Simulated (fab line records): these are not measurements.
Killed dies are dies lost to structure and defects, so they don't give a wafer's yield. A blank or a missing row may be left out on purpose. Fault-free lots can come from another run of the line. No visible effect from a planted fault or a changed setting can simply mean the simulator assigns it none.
Which tool was responsible? :: flow nand-harc :: 33 wafers from 11 lots sampled at 5 of the route's 1159 steps

## WHAT THE GAUGES READ, wafer by wafer
NHARC_A_BONDPAD_THK_MEAS_20: measures by xrf.
lot: L524
measured: day 18 01:46
on: film-metro-01
thk-nm (nm): 169.7 167.2 167.3

lot: L526
measured: day 18 03:41
on: film-metro-01
thk-nm (nm): 171.3 171.0 170.8

lot: L525
measured: day 18 04:08
on: film-metro-02
thk-nm (nm): 167.9 172.0 169.7

lot: L527
measured: day 18 06:55
on: film-metro-02
thk-nm (nm): 169.7 169.9 169.4

lot: L530
measured: day 19 05:21
on: film-metro-01
thk-nm (nm): 171.3 169.6 167.2

lot: L537
measured: day 20 16:28
on: film-metro-01
thk-nm (nm): 168.8 169.7 168.9

lot: L541
measured: day 21 23:46
on: film-metro-02
thk-nm (nm): 168.9 167.6 168.3

lot: L540
measured: day 22 04:13
on: film-metro-02
thk-nm (nm): 169.2 170.3 170.4

lot: L542
measured: day 22 16:10
on: film-metro-01
thk-nm (nm): 168.9 168.9 168.5

lot: L547
measured: day 23 14:29
on: film-metro-02
thk-nm (nm): 168.5 166.3 167.5

lot: L546
measured: day 24 14:58
on: film-metro-02
thk-nm (nm): 171.4 170.6 170.7

NHARC_A_BONDPAD_INSPECT_23.
lot: L524
measured: day 18 02:00
on: defect-inspect-02
raw-defect-count: 390 426 420

lot: L526
measured: day 18 03:55
on: defect-inspect-01
raw-defect-count: 411 649 437

lot: L525
measured: day 18 04:23
on: defect-inspect-01
raw-defect-count: 481 508 547

lot: L527
measured: day 18 07:08
on: defect-inspect-01
raw-defect-count: 494 319 360

lot: L530
measured: day 19 05:35
on: defect-inspect-01
raw-defect-count: 395 393 567

lot: L537
measured: day 20 16:40
on: defect-inspect-02
raw-defect-count: 453 485 383

lot: L541
measured: day 21 23:59
on: defect-inspect-01
raw-defect-count: 666 599 474

lot: L540
measured: day 22 04:25
on: defect-inspect-01
raw-defect-count: 480 569 644

lot: L542
measured: day 22 16:22
on: defect-inspect-02
raw-defect-count: 540 431 468

lot: L547
measured: day 23 14:41
on: defect-inspect-01
raw-defect-count: 330 303 396

lot: L546
measured: day 24 15:11
on: defect-inspect-02
raw-defect-count: 323 380 406

NHARC_END_SORT_01.
lot: L537
measured: day 22 04:53
on: prober-01
defect-limited-yield (%): 0 95.0 94.8
killed-at-array: 31 28 30
killed-at-other: 644 1 1
killed-at-periphery: 2 5 4
killed-dies: 677 34 35
killed-open: 3 6 4
killed-short: 6 5 4
sort_bin_2_pct (%): 96.6 2.1 1.8
sort_bin_3_pct (%): 0.59 0.30 0.30
sort_bin_4_pct (%): 2.8 2.7 3.1
sort-n-pass: 0 643 642
sort-rim-yield-pct (%): 0 93.4 90.6
sort-yield-pct (%): 0 95.0 94.8

lot: L541
measured: day 23 07:37
on: prober-01
defect-limited-yield (%): 96.0 96.2 93.4
killed-at-array: 24 23 41
killed-at-other: 0 0 1
killed-at-periphery: 3 3 3
killed-dies: 27 26 45
killed-open: 1 1 5
killed-short: 1 4 1
sort_bin_2_pct (%): 1.3 1.5 1.8
sort_bin_3_pct (%): 0.15 0 0.44
sort_bin_4_pct (%): 2.5 2.4 4.4
sort-n-pass: 650 651 632
sort-rim-yield-pct (%): 98.1 99.1 98.1
sort-yield-pct (%): 96.0 96.2 93.4

## WHAT TOOL EACH LOT RAN ON (gives the tool, then ch and the chambers of the sampled wafers, and finally the start)
lot: L524
NHARC_THIN_TSV_DEP_43: pecvd-04 ch 0,2, day 18 20:57
NHARC_THIN_TSV_DEGAS_49: pvd-sputter-01, day 19 00:34

lot: L526
NHARC_THIN_TSV_DEP_43: pecvd-04 ch 0,2, day 18 19:45
NHARC_THIN_TSV_DEGAS_49: pvd-sputter-02, day 18 23:21

lot: L525
NHARC_THIN_TSV_DEP_43: pecvd-02 ch 0,1,2, day 18 23:23
NHARC_THIN_TSV_DEGAS_49: pvd-sputter-03, day 19 03:00

lot: L527
NHARC_THIN_TSV_DEP_43: pecvd-04 ch 0,1, day 18 22:18
NHARC_THIN_TSV_DEGAS_49: pvd-sputter-01, day 19 01:50

lot: L530
NHARC_THIN_TSV_DEP_43: pecvd-02 ch 1,2, day 19 17:07
NHARC_THIN_TSV_DEGAS_49: pvd-sputter-01, day 19 20:33

lot: L537
NHARC_THIN_TSV_DEP_43: pecvd-01 ch 0,1,2, day 21 07:53
NHARC_THIN_TSV_DEGAS_49: pvd-sputter-03, day 21 11:59

lot: L541
NHARC_THIN_TSV_DEP_43: pecvd-04 ch 0,1, day 22 13:55
NHARC_THIN_TSV_DEGAS_49: pvd-sputter-03, day 22 17:57

lot: L540
NHARC_THIN_TSV_DEP_43: pecvd-04 ch 0,1, day 22 15:10
NHARC_THIN_TSV_DEGAS_49: pvd-sputter-02, day 22 18:46

lot: L542
NHARC_THIN_TSV_DEP_43: pecvd-04 ch 0,2, day 23 04:59
NHARC_THIN_TSV_DEGAS_49: pvd-sputter-03, day 23 08:37

lot: L547
NHARC_THIN_TSV_DEP_43: pecvd-04 ch 0,1,2, day 24 02:19
NHARC_THIN_TSV_DEGAS_49: pvd-sputter-02, day 24 05:49

lot: L546
NHARC_THIN_TSV_DEP_43: pecvd-01 ch 0,2, day 25 02:55
NHARC_THIN_TSV_DEGAS_49: pvd-sputter-01, day 25 06:26
- NHARC_THIN_TSV_DEP_43: deposits SiO2, target thk 1328.5 nm.
- NHARC_THIN_TSV_DEGAS_49: time 120 s.

## AS READ BY THE TOOLS THEMSELVES (means over the sampled wafers that have a number; for cases with no such wafer, the mark the record gives instead)
NHARC_THIN_TSV_DEP_43.
lot: L524
tool: pecvd-04
chamber-pressure-Torr (Torr): 6.510
throttle-valve-pct (%): 15.9

lot: L526
tool: pecvd-04
chamber-pressure-Torr (Torr): 6.503
throttle-valve-pct (%): 16.0

lot: L525
tool: pecvd-02
chamber-pressure-Torr (Torr): 6.503
throttle-valve-pct (%): 15.7

lot: L527
tool: pecvd-04
chamber-pressure-Torr (Torr): 6.491
throttle-valve-pct (%): 16.6

lot: L530
tool: pecvd-02
chamber-pressure-Torr (Torr): 6.501
throttle-valve-pct (%): 15.4

lot: L537
tool: pecvd-01
chamber-pressure-Torr (Torr): 6.498
throttle-valve-pct (%): 15.8

lot: L541
tool: pecvd-04
chamber-pressure-Torr (Torr): 6.493
throttle-valve-pct (%): 16.7

lot: L540
tool: pecvd-04
chamber-pressure-Torr (Torr): 6.503
throttle-valve-pct (%): 16.7

lot: L542
tool: pecvd-04
chamber-pressure-Torr (Torr): 6.490
throttle-valve-pct (%): 15.9

lot: L547
tool: pecvd-04
chamber-pressure-Torr (Torr): 6.520
throttle-valve-pct (%): 16.4

lot: L546
tool: pecvd-01
chamber-pressure-Torr (Torr): 6.494
throttle-valve-pct (%): 16.0

NHARC_THIN_TSV_DEGAS_49.
lot: L524
tool: pvd-sputter-01
heater-power-w (W): 455

lot: L526
tool: pvd-sputter-02
heater-power-w (W): 502

lot: L525
tool: pvd-sputter-03
heater-power-w (W): 432

lot: L527
tool: pvd-sputter-01
heater-power-w (W): 519

lot: L530
tool: pvd-sputter-01
heater-power-w (W): 479

lot: L537
tool: pvd-sputter-03
heater-power-w (W): 493

lot: L541
tool: pvd-sputter-03
heater-power-w (W): 467

lot: L540
tool: pvd-sputter-02
heater-power-w (W): 524

lot: L542
tool: pvd-sputter-03
heater-power-w (W): 502

lot: L547
tool: pvd-sputter-02
heater-power-w (W): 486

lot: L546
tool: pvd-sputter-01
heater-power-w (W): 442

## THE ANSWER, worked out from the rows above alone
Rule: usual is defined by the lots themselves. The widest of any qualifying gaps counts: lots, ordered by their means at a reading, are off when they make up no more than a third of the lots, leave a main group of 4 or more, and stand apart from it by 3 or more times the standard deviation of that group's means. A main group whose means are all the same, to the digits that the tables above print for the reading, isn't used. A lot without any number at a reading at which 4 lots or more have one is off too. All remaining lots with rows at the step are treated as sound. First the gauges in route order, then the tools' own readings, where a lot's mean is used as printed above. The first step at which some lot is off is used, and at that step the reading that is off furthest; a lot without a number counts as furthest.
Across all readings shown, no lot is off: no conclusion can be drawn from this.

## WHAT THE SIMULATOR HAD INSERTED
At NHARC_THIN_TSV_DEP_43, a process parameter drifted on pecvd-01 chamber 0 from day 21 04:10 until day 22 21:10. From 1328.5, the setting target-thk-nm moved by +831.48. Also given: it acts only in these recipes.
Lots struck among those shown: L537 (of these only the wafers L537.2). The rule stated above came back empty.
